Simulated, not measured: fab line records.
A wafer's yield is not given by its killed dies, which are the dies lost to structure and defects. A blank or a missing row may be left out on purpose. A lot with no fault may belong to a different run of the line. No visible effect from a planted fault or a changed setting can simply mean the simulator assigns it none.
fab line records / flow n5Finfet
record lots=7 wafers=21 lastDay=17
route steps=1938 shown BEOL_M8@1352
lots untouched by any fault: they come from a run of this same line in which no faults occurred
startH: start of the lot's first displayed wafer, in hours after the record's first day / waitH: hours since the lot's step before / " same as the row above / L1.1+2: a row that stands for several wafers / - no value, or no start given / * or withheld: withheld / < > ~ a bound
route shown NAME@n: names a module that has steps shown in the file, with the first one's number in the route / usual: the fault-free wafers' mean and standard deviation / same: alike in all rows / chamber/n: place in a boat / sites: readings site by site / _std_site: standard deviation of those values / _edge_site: inner sites' mean taken away from outer sites' mean / radiusMm: how far each site lies from the wafer's centre / mask NAME#n: copy n / behind: the tool/chamber that last shaped the wafer / hold: why the lot went on hold/how many hours it stayed there/how the hold came to an end / device: transistor that didn't switch, given as n, p or np / end of line: tests of these same wafers at the route's end / step lacking rows: just its recipe / killed: dies lost to structure and defects at the first sort, not the wafer's yield / map: per-die view of a wafer (x killed, . not killed, _ where there is no die)
set.NAME: the setting that was run; set.NAME@STEP: the one run at that earlier step / model.NAME: the simulator's own value behind a step, which no gauge read
certain route steps with their lots: each step a table, each wafer a row
services: the hour from which a tool's chamber was out of use, counted from the record's first day as startH (under 0 if before that day), plus the number of hours and why
## steps
# step N5_BEOL_M8_STRIP_67
# recipe chemistry=CF4 resist=SiARC powerW=300 biasPowerW=75 pressureMtorr=50 cf4FlowSccm=150 rfFrequencyHz=6e+07
# usual drypumpMotorCurrentA=5.5/0.51 oesProductAu=0.78/0.053 rfVppV=270.8/1.5 showerheadPlenumPTorr=1.78/0.051 throttleValvePct=13.62/0.21
lot.wafer=L284.1 tool=rieDiel-03 chamber=1 startH=245.52 waitH=0.0 drypumpMotorCurrentA=6.1 oesProductAu=0.86 rfHoursCounterH=63 rfVppV=271.7 showerheadPlenumPTorr=1.83 throttleValvePct=13.38
lot.wafer=L284.3 tool=rieDiel-03 chamber=0 startH=245.52 waitH=0.0 drypumpMotorCurrentA=5.5 oesProductAu=0.81 rfHoursCounterH=94 rfVppV=274.5 showerheadPlenumPTorr=1.87 throttleValvePct=13.12
lot.wafer=L284.4 tool=rieDiel-03 chamber=2 startH=245.52 waitH=0.0 drypumpMotorCurrentA=5.6 oesProductAu=0.84 rfHoursCounterH=53 rfVppV=272.3 showerheadPlenumPTorr=1.83 throttleValvePct=13.23
lot.wafer=L286.1 tool=rieDiel-06 chamber=1 startH=258.80 waitH=0.0 drypumpMotorCurrentA=4.8 oesProductAu=0.72 rfHoursCounterH=191 rfVppV=267.9 showerheadPlenumPTorr=1.71 throttleValvePct=13.77
lot.wafer=L286.3 tool=rieDiel-06 chamber=0 startH=258.80 waitH=0.0 drypumpMotorCurrentA=6.2 oesProductAu=0.84 rfHoursCounterH=64 rfVppV=270.3 showerheadPlenumPTorr=1.75 throttleValvePct=13.61
lot.wafer=L286.4 tool=rieDiel-06 chamber=3 startH=258.80 waitH=0.0 drypumpMotorCurrentA=6.6 oesProductAu=0.77 rfHoursCounterH=116 rfVppV=269.7 showerheadPlenumPTorr=1.80 throttleValvePct=13.68
lot.wafer=L287.1 tool=rieDiel-02 chamber=3 startH=258.96 waitH=0.0 drypumpMotorCurrentA=5.4 oesProductAu=0.74 rfHoursCounterH=173 rfVppV=269.9 showerheadPlenumPTorr=1.86 throttleValvePct=13.75
lot.wafer=L287.3 tool=rieDiel-02 chamber=0 startH=258.96 waitH=0.0 drypumpMotorCurrentA=5.4 oesProductAu=0.71 rfHoursCounterH=182 rfVppV=272.8 showerheadPlenumPTorr=1.79 throttleValvePct=13.88
lot.wafer=L287.6 tool=rieDiel-02 chamber=3 startH=258.96 waitH=0.0 drypumpMotorCurrentA=5.4 oesProductAu=0.75 rfHoursCounterH=- rfVppV=272.0 showerheadPlenumPTorr=1.86 throttleValvePct=13.75
lot.wafer=L291.3 tool=rieDiel-02 chamber=0 startH=270.42 waitH=0.0 drypumpMotorCurrentA=5.4 oesProductAu=0.72 rfHoursCounterH=186 rfVppV=270.1 showerheadPlenumPTorr=1.79 throttleValvePct=13.91
lot.wafer=L291.4 tool=rieDiel-02 chamber=2 startH=270.42 waitH=0.0 drypumpMotorCurrentA=5.1 oesProductAu=0.86 rfHoursCounterH=60 rfVppV=269.0 showerheadPlenumPTorr=1.74 throttleValvePct=13.63
lot.wafer=L291.5 tool=rieDiel-02 chamber=1 startH=270.42 waitH=0.0 drypumpMotorCurrentA=5.1 oesProductAu=0.82 rfHoursCounterH=- rfVppV=270.3 showerheadPlenumPTorr=1.74 throttleValvePct=13.58
lot.wafer=L294.1 tool=rieDiel-03 chamber=2 startH=288.20 waitH=0.0 drypumpMotorCurrentA=5.6 oesProductAu=0.82 rfHoursCounterH=68 rfVppV=272.5 showerheadPlenumPTorr=1.82 throttleValvePct=13.27
lot.wafer=L294.3 tool=rieDiel-03 chamber=1 startH=288.20 waitH=0.0 drypumpMotorCurrentA=6.2 oesProductAu=0.85 rfHoursCounterH=78 rfVppV=272.2 showerheadPlenumPTorr=1.83 throttleValvePct=13.41
lot.wafer=L294.6 tool=rieDiel-03 chamber=1 startH=288.20 waitH=0.0 drypumpMotorCurrentA=6.1 oesProductAu=0.85 rfHoursCounterH=- rfVppV=272.3 showerheadPlenumPTorr=1.83 throttleValvePct=13.41
lot.wafer=L295.1 tool=rieDiel-02 chamber=2 startH=293.15 waitH=0.0 drypumpMotorCurrentA=5.1 oesProductAu=0.83 rfHoursCounterH=69 rfVppV=272.0 showerheadPlenumPTorr=1.74 throttleValvePct=13.67
lot.wafer=L295.4 tool=rieDiel-02 chamber=3 startH=293.15 waitH=0.0 drypumpMotorCurrentA=5.4 oesProductAu=0.74 rfHoursCounterH=185 rfVppV=272.3 showerheadPlenumPTorr=1.86 throttleValvePct=13.79
lot.wafer=L295.6 tool=rieDiel-02 chamber=1 startH=293.15 waitH=0.0 drypumpMotorCurrentA=5.1 oesProductAu=0.81 rfHoursCounterH=- rfVppV=270.1 showerheadPlenumPTorr=1.74 throttleValvePct=13.60
lot.wafer=L300.2 tool=rieDiel-02 chamber=1 startH=335.98 waitH=0.0 drypumpMotorCurrentA=5.1 oesProductAu=0.79 rfHoursCounterH=95 rfVppV=269.5 showerheadPlenumPTorr=1.74 throttleValvePct=13.62
lot.wafer=L300.3 tool=rieDiel-02 chamber=0 startH=335.98 waitH=0.0 drypumpMotorCurrentA=5.4 oesProductAu=0.70 rfHoursCounterH=209 rfVppV=273.3 showerheadPlenumPTorr=1.79 throttleValvePct=13.94
lot.wafer=L300.4 tool=rieDiel-02 chamber=2 startH=335.98 waitH=0.0 drypumpMotorCurrentA=5.1 oesProductAu=0.83 rfHoursCounterH=- rfVppV=269.5 showerheadPlenumPTorr=1.74 throttleValvePct=13.69
# step N5_BEOL_M8_HM_OPEN_17
# recipe chemistry=Cl2/BCl3 targetDepthA=200 overetchA=60 target=TiN maskMaterial=SOC ionEnergyEv=150 pressureMtorr=10 icpW=1000 biasW=126 Cl2_flow_sccm=53.25 bcl3FlowSccm=21.75 Ar_flow_sccm=25
# usual drypumpMotorCurrentA=5.7/0.54 mfcCl2Sccm=53.24/0.16 oesProductAu=0.65/0.075 throttleValvePct=22.14/0.17
lot.wafer=L284.1 tool=rieMetal-03 chamber=0 startH=245.56 waitH=0.0 drypumpMotorCurrentA=4.6 mfcCl2Sccm=53.16 oesProductAu=0.67 rfHoursCounterH=40 throttleValvePct=22.26
lot.wafer=L284.3 tool=rieMetal-03 chamber=1 startH=245.56 waitH=0.0 drypumpMotorCurrentA=5.9 mfcCl2Sccm=53.27 oesProductAu=0.58 rfHoursCounterH=- throttleValvePct=21.85
lot.wafer=L284.4 tool=rieMetal-03 chamber=0 startH=245.56 waitH=0.0 drypumpMotorCurrentA=4.6 mfcCl2Sccm=53.30 oesProductAu=0.67 rfHoursCounterH=- throttleValvePct=22.26
lot.wafer=L286.1 tool=rieMetal-03 chamber=1 startH=258.84 waitH=0.0 drypumpMotorCurrentA=5.9 mfcCl2Sccm=53.15 oesProductAu=0.57 rfHoursCounterH=84 throttleValvePct=21.84
lot.wafer=L286.3 tool=rieMetal-03 chamber=1 startH=258.84 waitH=0.0 drypumpMotorCurrentA=5.9 mfcCl2Sccm=52.90 oesProductAu=0.56 rfHoursCounterH=- throttleValvePct=21.86
lot.wafer=L286.4 tool=rieMetal-03 chamber=0 startH=258.84 waitH=0.0 drypumpMotorCurrentA=4.6 mfcCl2Sccm=53.16 oesProductAu=0.66 rfHoursCounterH=- throttleValvePct=22.27
lot.wafer=L287.1 tool=rieMetal-01 chamber=0 startH=259.00 waitH=0.0 drypumpMotorCurrentA=6.2 mfcCl2Sccm=53.15 oesProductAu=0.74 rfHoursCounterH=14 throttleValvePct=22.05
lot.wafer=L287.3 tool=rieMetal-01 chamber=0 startH=259.00 waitH=0.0 drypumpMotorCurrentA=6.2 mfcCl2Sccm=53.28 oesProductAu=0.74 rfHoursCounterH=- throttleValvePct=22.05
lot.wafer=L287.6 tool=rieMetal-01 chamber=0 startH=259.00 waitH=0.0 drypumpMotorCurrentA=6.2 mfcCl2Sccm=52.97 oesProductAu=0.74 rfHoursCounterH=- throttleValvePct=22.07
lot.wafer=L291.3 tool=rieMetal-03 chamber=1 startH=270.49 waitH=0.1 drypumpMotorCurrentA=5.9 mfcCl2Sccm=53.24 oesProductAu=0.57 rfHoursCounterH=- throttleValvePct=21.85
lot.wafer=L291.4 tool=rieMetal-03 chamber=0 startH=270.49 waitH=0.1 drypumpMotorCurrentA=4.6 mfcCl2Sccm=53.38 oesProductAu=0.67 rfHoursCounterH=- throttleValvePct=22.24
lot.wafer=L291.5 tool=rieMetal-03 chamber=1 startH=270.49 waitH=0.1 drypumpMotorCurrentA=5.9 mfcCl2Sccm=53.28 oesProductAu=0.57 rfHoursCounterH=- throttleValvePct=21.85
lot.wafer=L294.1 tool=rieMetal-03 chamber=1 startH=288.24 waitH=0.0 drypumpMotorCurrentA=5.9 mfcCl2Sccm=53.18 oesProductAu=0.55 rfHoursCounterH=88 throttleValvePct=21.88
lot.wafer=L294.3 tool=rieMetal-03 chamber=1 startH=288.24 waitH=0.0 drypumpMotorCurrentA=5.9 mfcCl2Sccm=53.12 oesProductAu=0.55 rfHoursCounterH=- throttleValvePct=21.87
lot.wafer=L294.6 tool=rieMetal-03 chamber=1 startH=288.24 waitH=0.0 drypumpMotorCurrentA=5.9 mfcCl2Sccm=53.15 oesProductAu=0.56 rfHoursCounterH=- throttleValvePct=21.84
lot.wafer=L295.1 tool=rieMetal-01 chamber=1 startH=293.19 waitH=0.0 drypumpMotorCurrentA=5.8 mfcCl2Sccm=53.30 oesProductAu=0.54 rfHoursCounterH=115 throttleValvePct=22.41
lot.wafer=L295.4 tool=rieMetal-01 chamber=0 startH=293.19 waitH=0.0 drypumpMotorCurrentA=6.2 mfcCl2Sccm=53.02 oesProductAu=0.74 rfHoursCounterH=- throttleValvePct=22.05
lot.wafer=L295.6 tool=rieMetal-01 chamber=1 startH=293.19 waitH=0.0 drypumpMotorCurrentA=5.8 mfcCl2Sccm=53.17 oesProductAu=0.54 rfHoursCounterH=- throttleValvePct=22.39
lot.wafer=L300.2 tool=rieMetal-02 chamber=0 startH=336.02 waitH=0.0 drypumpMotorCurrentA=6.1 mfcCl2Sccm=53.34 oesProductAu=0.60 rfHoursCounterH=72 throttleValvePct=22.27
lot.wafer=L300.3 tool=rieMetal-02 chamber=1 startH=336.02 waitH=0.0 drypumpMotorCurrentA=5.6 mfcCl2Sccm=53.36 oesProductAu=0.70 rfHoursCounterH=- throttleValvePct=22.20
lot.wafer=L300.4 tool=rieMetal-02 chamber=0 startH=336.02 waitH=0.0 drypumpMotorCurrentA=6.1 mfcCl2Sccm=53.09 oesProductAu=0.60 rfHoursCounterH=- throttleValvePct=22.26
# step N5_BEOL_M8_STRIP_19
# recipe chemistry=O2 powerW=400 tempC=40 pressureMtorr=30 rfFrequencyHz=6e+07 biasPowerW=0 overashFraction=0.2 o2FlowSccm=225
# usual drypumpMotorCurrentA=5.6/0.48 oesProductAu=0.79/0.053 rfVppV=3.7/0.61 showerheadPlenumPTorr=2.10/0.064 throttleValvePct=16.61/0.24
lot.wafer=L284.1 tool=rieDiel-03 chamber=0 startH=245.73 waitH=0.1 drypumpMotorCurrentA=5.5 oesProductAu=0.81 rfHoursCounterH=94 rfVppV=3.4 showerheadPlenumPTorr=2.21 throttleValvePct=16.28
lot.wafer=L284.3 tool=rieDiel-03 chamber=3 startH=245.73 waitH=0.1 drypumpMotorCurrentA=6.0 oesProductAu=0.75 rfHoursCounterH=155 rfVppV=4.6 showerheadPlenumPTorr=2.09 throttleValvePct=16.43
lot.wafer=L284.4 tool=rieDiel-03 chamber=2 startH=245.73 waitH=0.1 drypumpMotorCurrentA=5.6 oesProductAu=0.84 rfHoursCounterH=53 rfVppV=3.4 showerheadPlenumPTorr=2.13 throttleValvePct=16.30
lot.wafer=L286.1 tool=rieDiel-02 chamber=2 startH=258.98 waitH=0.1 drypumpMotorCurrentA=5.1 oesProductAu=0.86 rfHoursCounterH=56 rfVppV=3.2 showerheadPlenumPTorr=2.04 throttleValvePct=16.81
lot.wafer=L286.3 tool=rieDiel-02 chamber=3 startH=258.98 waitH=0.1 drypumpMotorCurrentA=5.4 oesProductAu=0.76 rfHoursCounterH=173 rfVppV=4.1 showerheadPlenumPTorr=2.19 throttleValvePct=16.86
lot.wafer=L286.4 tool=rieDiel-02 chamber=0 startH=258.98 waitH=0.1 drypumpMotorCurrentA=5.4 oesProductAu=0.70 rfHoursCounterH=182 rfVppV=2.9 showerheadPlenumPTorr=2.07 throttleValvePct=16.79
lot.wafer=L287.1 tool=rieDiel-06 chamber=2 startH=259.20 waitH=0.2 drypumpMotorCurrentA=5.4 oesProductAu=0.78 rfHoursCounterH=123 rfVppV=3.9 showerheadPlenumPTorr=2.01 throttleValvePct=16.63
lot.wafer=L287.3 tool=rieDiel-06 chamber=0 startH=259.20 waitH=0.2 drypumpMotorCurrentA=6.2 oesProductAu=0.83 rfHoursCounterH=64 rfVppV=3.8 showerheadPlenumPTorr=2.03 throttleValvePct=16.68
lot.wafer=L287.6 tool=rieDiel-06 chamber=2 startH=259.20 waitH=0.2 drypumpMotorCurrentA=5.4 oesProductAu=0.78 rfHoursCounterH=- rfVppV=4.8 showerheadPlenumPTorr=2.01 throttleValvePct=16.63
lot.wafer=L291.3 tool=rieDiel-02 chamber=1 startH=270.57 waitH=0.1 drypumpMotorCurrentA=5.0 oesProductAu=0.81 rfHoursCounterH=71 rfVppV=4.1 showerheadPlenumPTorr=2.03 throttleValvePct=16.66
lot.wafer=L291.4 tool=rieDiel-02 chamber=3 startH=270.57 waitH=0.1 drypumpMotorCurrentA=5.4 oesProductAu=0.75 rfHoursCounterH=177 rfVppV=3.8 showerheadPlenumPTorr=2.19 throttleValvePct=16.91
lot.wafer=L291.5 tool=rieDiel-02 chamber=0 startH=270.57 waitH=0.1 drypumpMotorCurrentA=5.4 oesProductAu=0.70 rfHoursCounterH=- rfVppV=3.9 showerheadPlenumPTorr=2.07 throttleValvePct=16.83
lot.wafer=L294.1 tool=rieDiel-03 chamber=3 startH=288.35 waitH=0.1 drypumpMotorCurrentA=6.0 oesProductAu=0.73 rfHoursCounterH=170 rfVppV=4.5 showerheadPlenumPTorr=2.08 throttleValvePct=16.47
lot.wafer=L294.3 tool=rieDiel-03 chamber=1 startH=288.35 waitH=0.1 drypumpMotorCurrentA=6.1 oesProductAu=0.84 rfHoursCounterH=78 rfVppV=3.3 showerheadPlenumPTorr=2.13 throttleValvePct=16.49
lot.wafer=L294.6 tool=rieDiel-03 chamber=2 startH=288.35 waitH=0.1 drypumpMotorCurrentA=5.6 oesProductAu=0.82 rfHoursCounterH=- rfVppV=3.9 showerheadPlenumPTorr=2.12 throttleValvePct=16.33
lot.wafer=L295.1 tool=rieDiel-03 chamber=1 startH=293.30 waitH=0.1 drypumpMotorCurrentA=6.1 oesProductAu=0.84 rfHoursCounterH=80 rfVppV=3.8 showerheadPlenumPTorr=2.13 throttleValvePct=16.49
lot.wafer=L295.4 tool=rieDiel-03 chamber=3 startH=293.30 waitH=0.1 drypumpMotorCurrentA=6.0 oesProductAu=0.72 rfHoursCounterH=171 rfVppV=3.4 showerheadPlenumPTorr=2.08 throttleValvePct=16.48
lot.wafer=L295.6 tool=rieDiel-03 chamber=1 startH=293.30 waitH=0.1 drypumpMotorCurrentA=6.1 oesProductAu=0.84 rfHoursCounterH=- rfVppV=3.1 showerheadPlenumPTorr=2.13 throttleValvePct=16.51
lot.wafer=L300.2 tool=rieDiel-03 chamber=3 startH=336.14 waitH=0.1 drypumpMotorCurrentA=6.0 oesProductAu=0.72 rfHoursCounterH=184 rfVppV=3.4 showerheadPlenumPTorr=2.08 throttleValvePct=16.49
lot.wafer=L300.3 tool=rieDiel-03 chamber=0 startH=336.14 waitH=0.1 drypumpMotorCurrentA=5.4 oesProductAu=0.78 rfHoursCounterH=128 rfVppV=4.7 showerheadPlenumPTorr=2.20 throttleValvePct=16.31
lot.wafer=L300.4 tool=rieDiel-03 chamber=2 startH=336.14 waitH=0.1 drypumpMotorCurrentA=5.6 oesProductAu=0.80 rfHoursCounterH=85 rfVppV=3.3 showerheadPlenumPTorr=2.12 throttleValvePct=16.36
# step N5_BEOL_M8_CD_MEAS_18
# recipe pitchNm=80 targetCdNm=40
# usual cdNm=40.2/0.62
lot.wafer=L284.1 tool=cdSem-03 chamber=- startH=245.80 waitH=0.0 cdNm=39.9
lot.wafer=L284.3 tool=cdSem-03 chamber=- startH=245.80 waitH=0.0 cdNm=40.0
lot.wafer=L284.4 tool=cdSem-03 chamber=- startH=245.80 waitH=0.0 cdNm=40.2
lot.wafer=L286.1 tool=cdSem-03 chamber=- startH=259.05 waitH=0.0 cdNm=41.0
lot.wafer=L286.3 tool=cdSem-03 chamber=- startH=259.05 waitH=0.0 cdNm=41.8
lot.wafer=L286.4 tool=cdSem-03 chamber=- startH=259.05 waitH=0.0 cdNm=40.6
lot.wafer=L287.1 tool=cdSem-03 chamber=- startH=259.27 waitH=0.0 cdNm=39.5
lot.wafer=L287.3 tool=cdSem-03 chamber=- startH=259.27 waitH=0.0 cdNm=40.3
lot.wafer=L287.6 tool=cdSem-03 chamber=- startH=259.27 waitH=0.0 cdNm=38.8
lot.wafer=L291.3 tool=cdSem-03 chamber=- startH=270.65 waitH=0.1 cdNm=39.5
lot.wafer=L291.4 tool=cdSem-03 chamber=- startH=270.65 waitH=0.1 cdNm=40.0
lot.wafer=L291.5 tool=cdSem-03 chamber=- startH=270.65 waitH=0.1 cdNm=39.9
lot.wafer=L294.1 tool=cdSem-03 chamber=- startH=288.42 waitH=0.0 cdNm=40.3
lot.wafer=L294.3 tool=cdSem-03 chamber=- startH=288.42 waitH=0.0 cdNm=39.5
lot.wafer=L294.6 tool=cdSem-03 chamber=- startH=288.42 waitH=0.0 cdNm=39.9
lot.wafer=L295.1 tool=cdSem-03 chamber=- startH=293.37 waitH=0.0 cdNm=39.9
lot.wafer=L295.4 tool=cdSem-03 chamber=- startH=293.37 waitH=0.0 cdNm=39.9
lot.wafer=L295.6 tool=cdSem-03 chamber=- startH=293.37 waitH=0.0 cdNm=40.0
lot.wafer=L300.2 tool=cdSem-02 chamber=- startH=336.22 waitH=0.1 cdNm=39.5
lot.wafer=L300.3 tool=cdSem-02 chamber=- startH=336.22 waitH=0.1 cdNm=39.8
lot.wafer=L300.4 tool=cdSem-02 chamber=- startH=336.22 waitH=0.1 cdNm=40.3
# step N5_BEOL_M8_COAT_63
# recipe resist=SOC tempC=250 timeS=60 spinRpm=1500 resistThkNm=60
# step N5_BEOL_M8_COAT_64
# recipe resist=SiARC tempC=220 timeS=60 spinRpm=1500 resistThkNm=12
# step N5_BEOL_M8_COAT_71
# recipe resist=underlayer tempC=205 timeS=60 spinRpm=1500 resistThkNm=5
# step N5_BEOL_M8_COAT_22
# recipe resist=CAR-EUV spinRpm=1500 resistThkNm=30
# step N5_BEOL_M8_EBR_24
# recipe solvent=PGMEA ebrWidthMm=1.5
# step N5_BEOL_M8_SOFTBAKE_23
# recipe tempC=110 timeS=60 resist=CAR-EUV
# step N5_BEOL_M8_EXPOSE_25
# recipe maskId=V7 na=0.33 sourceShape=annular sigmaInner=0.4 sigmaOuter=0.8 polarization=unpolarized targetCdNm=40 doseMj=42.5
# step N5_BEOL_M8_PEB_26
# recipe pebTempC=100 pebTimeS=60 resist=CAR-EUV
# step N5_BEOL_M8_DEVELOP_27
# recipe developTimeS=30 developer=TMAH resist=CAR-EUV rinseLiquid=surfactantRinse dry=airSpin devTempC=23
# usual chillPlateTempC=23.00/0.099 developTimeS=30/0
lot.wafer=L284.1 tool=lithoTrack-04 chamber=0 startH=248.47 waitH=- chillPlateTempC=23.09 developTimeS=30 model.CAR-EUV_of_BEOL_M8_COAT_22.thkNm=29.6
lot.wafer=L284.3 tool=lithoTrack-04 chamber=0 startH=248.47 waitH=- chillPlateTempC=23.05 developTimeS=30 model.CAR-EUV_of_BEOL_M8_COAT_22.thkNm=29.6
lot.wafer=L284.4 tool=lithoTrack-04 chamber=0 startH=248.47 waitH=- chillPlateTempC=23.09 developTimeS=30 model.CAR-EUV_of_BEOL_M8_COAT_22.thkNm=29.4
lot.wafer=L286.1 tool=lithoTrack-03 chamber=- startH=261.42 waitH=- chillPlateTempC=- developTimeS=- model.CAR-EUV_of_BEOL_M8_COAT_22.thkNm=30
lot.wafer=L286.3 tool=lithoTrack-03 chamber=- startH=261.42 waitH=- chillPlateTempC=- developTimeS=- model.CAR-EUV_of_BEOL_M8_COAT_22.thkNm=30
lot.wafer=L286.4 tool=lithoTrack-03 chamber=- startH=261.42 waitH=- chillPlateTempC=- developTimeS=- model.CAR-EUV_of_BEOL_M8_COAT_22.thkNm=30
lot.wafer=L287.1 tool=lithoTrack-03 chamber=- startH=262.28 waitH=- chillPlateTempC=- developTimeS=- model.CAR-EUV_of_BEOL_M8_COAT_22.thkNm=30
lot.wafer=L287.3 tool=lithoTrack-03 chamber=- startH=262.28 waitH=- chillPlateTempC=- developTimeS=- model.CAR-EUV_of_BEOL_M8_COAT_22.thkNm=29.8
lot.wafer=L287.6 tool=lithoTrack-03 chamber=- startH=262.28 waitH=- chillPlateTempC=- developTimeS=- model.CAR-EUV_of_BEOL_M8_COAT_22.thkNm=29.8
lot.wafer=L291.3 tool=lithoTrack-03 chamber=- startH=271.05 waitH=- chillPlateTempC=- developTimeS=- model.CAR-EUV_of_BEOL_M8_COAT_22.thkNm=30
lot.wafer=L291.4 tool=lithoTrack-03 chamber=- startH=271.05 waitH=- chillPlateTempC=- developTimeS=- model.CAR-EUV_of_BEOL_M8_COAT_22.thkNm=30
lot.wafer=L291.5 tool=lithoTrack-03 chamber=- startH=271.05 waitH=- chillPlateTempC=- developTimeS=- model.CAR-EUV_of_BEOL_M8_COAT_22.thkNm=30
lot.wafer=L294.1 tool=lithoTrack-04 chamber=0 startH=292.17 waitH=- chillPlateTempC=23.03 developTimeS=30 model.CAR-EUV_of_BEOL_M8_COAT_22.thkNm=29.4
lot.wafer=L294.3 tool=lithoTrack-04 chamber=0 startH=292.17 waitH=- chillPlateTempC=23.09 developTimeS=30 model.CAR-EUV_of_BEOL_M8_COAT_22.thkNm=29.4
lot.wafer=L294.6 tool=lithoTrack-04 chamber=0 startH=292.17 waitH=- chillPlateTempC=23.22 developTimeS=30 model.CAR-EUV_of_BEOL_M8_COAT_22.thkNm=29.4
lot.wafer=L295.1 tool=lithoTrack-03 chamber=0 startH=298.21 waitH=- chillPlateTempC=23.15 developTimeS=30 model.CAR-EUV_of_BEOL_M8_COAT_22.thkNm=29.6
lot.wafer=L295.4 tool=lithoTrack-03 chamber=0 startH=298.21 waitH=- chillPlateTempC=23.20 developTimeS=30 model.CAR-EUV_of_BEOL_M8_COAT_22.thkNm=29.6
lot.wafer=L295.6 tool=lithoTrack-03 chamber=0 startH=298.21 waitH=- chillPlateTempC=23.11 developTimeS=30 model.CAR-EUV_of_BEOL_M8_COAT_22.thkNm=29.6
lot.wafer=L300.2 tool=lithoTrack-04 chamber=0 startH=338.46 waitH=- chillPlateTempC=22.85 developTimeS=30 model.CAR-EUV_of_BEOL_M8_COAT_22.thkNm=29.4
lot.wafer=L300.3 tool=lithoTrack-04 chamber=0 startH=338.46 waitH=- chillPlateTempC=22.89 developTimeS=30 model.CAR-EUV_of_BEOL_M8_COAT_22.thkNm=29.4
lot.wafer=L300.4 tool=lithoTrack-04 chamber=0 startH=338.46 waitH=- chillPlateTempC=22.91 developTimeS=30 model.CAR-EUV_of_BEOL_M8_COAT_22.thkNm=29.4
# step N5_BEOL_M8_CD_MEAS_28
# recipe targetCdNm=40 landingEnergyEv=500 detector=seInlens
# usual cdNm=40.01/0.23
lot.wafer=L284.1 tool=cdSem-01 chamber=0 startH=248.53 waitH=- cdNm=40.06
lot.wafer=L284.3 tool=cdSem-01 chamber=0 startH=248.53 waitH=- cdNm=40.06
lot.wafer=L284.4 tool=cdSem-01 chamber=0 startH=248.53 waitH=- cdNm=39.71
lot.wafer=L286.1 tool=cdSem-02 chamber=0 startH=261.48 waitH=- cdNm=-
lot.wafer=L286.3 tool=cdSem-02 chamber=0 startH=261.48 waitH=- cdNm=-
lot.wafer=L286.4 tool=cdSem-02 chamber=0 startH=261.48 waitH=- cdNm=-
lot.wafer=L287.1 tool=cdSem-02 chamber=0 startH=262.33 waitH=- cdNm=-
lot.wafer=L287.3 tool=cdSem-02 chamber=0 startH=262.33 waitH=- cdNm=-
lot.wafer=L287.6 tool=cdSem-02 chamber=0 startH=262.33 waitH=- cdNm=-
lot.wafer=L291.3 tool=cdSem-01 chamber=0 startH=271.11 waitH=- cdNm=-
lot.wafer=L291.4 tool=cdSem-01 chamber=0 startH=271.11 waitH=- cdNm=-
lot.wafer=L291.5 tool=cdSem-01 chamber=0 startH=271.11 waitH=- cdNm=-
lot.wafer=L294.1 tool=cdSem-02 chamber=0 startH=292.23 waitH=- cdNm=40.01
lot.wafer=L294.3 tool=cdSem-02 chamber=0 startH=292.23 waitH=- cdNm=40.27
lot.wafer=L294.6 tool=cdSem-02 chamber=0 startH=292.23 waitH=- cdNm=39.80
lot.wafer=L295.1 tool=cdSem-01 chamber=0 startH=298.27 waitH=- cdNm=40.09
lot.wafer=L295.4 tool=cdSem-01 chamber=0 startH=298.27 waitH=- cdNm=40.32
lot.wafer=L295.6 tool=cdSem-01 chamber=0 startH=298.27 waitH=- cdNm=39.85
lot.wafer=L300.2 tool=cdSem-03 chamber=0 startH=338.52 waitH=- cdNm=39.69
lot.wafer=L300.3 tool=cdSem-03 chamber=0 startH=338.52 waitH=- cdNm=40.06
lot.wafer=L300.4 tool=cdSem-03 chamber=0 startH=338.52 waitH=- cdNm=40.25
## services
tool=rieDiel-06 chamber=3 startH=237.05 hours=5.0 kind=repair
tool=rieMetal-01 chamber=1 startH=246.97 hours=16.4 kind=repair
tool=rieMetal-03 chamber=- startH=264.13 hours=0.5 kind=repair
tool=rieMetal-01 chamber=- startH=296.25 hours=0.1 kind=repair
tool=rieMetal-01 chamber=1 startH=300.14 hours=- kind=clean
tool=rieMetal-01 chamber=1 startH=300.14 hours=21.2 kind=scheduledDown
tool=rieMetal-01 chamber=1 startH=300.14 hours=21.2 kind=ventCycle
tool=rieMetal-03 chamber=1 startH=300.85 hours=7.4 kind=repair
tool=rieDiel-03 chamber=3 startH=307.60 hours=7.1 kind=repair
tool=rieDiel-02 chamber=3 startH=335.50 hours=4.8 kind=repair
## key
firstSign step=N5_BEOL_M8_DEVELOP_27 reading=toolRecord direction=missing
effect none on later readings
modelEffect step=N5_BEOL_M8_DEVELOP_27 value=CAR-EUV_of_BEOL_M8_COAT_22.thkNm without=29.53 struck=29.96
metAt N5_BEOL_M8_DEVELOP_27
struckWafers L286.1,L286.3,L286.4,L287.1,L287.3,L287.6,L291.3,L291.4,L291.5
laterRowsLeftOut L286.1,L286.3,L286.4,L287.1,L287.3,L287.6,L291.3,L291.4,L291.5
sortLeftOut L286.1,L286.3,L286.4,L287.1,L287.3,L287.6,L291.3,L291.4,L291.5
fault kind=skippedStepWhole tool=lithoTrack-03 chamber=- onsetH=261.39 steps=N5_BEOL_M8_DEVELOP_27 scope=struckLotsOnly
# sortLeftOut: the simulated sort isn't trusted on such a fault, so these wafers' sort isn't shown, and their yield isn't known
# laterRowsLeftOut: the simulator's readings of these wafers behind a module that went badly wrong aren't trusted and aren't shown, but for the sort
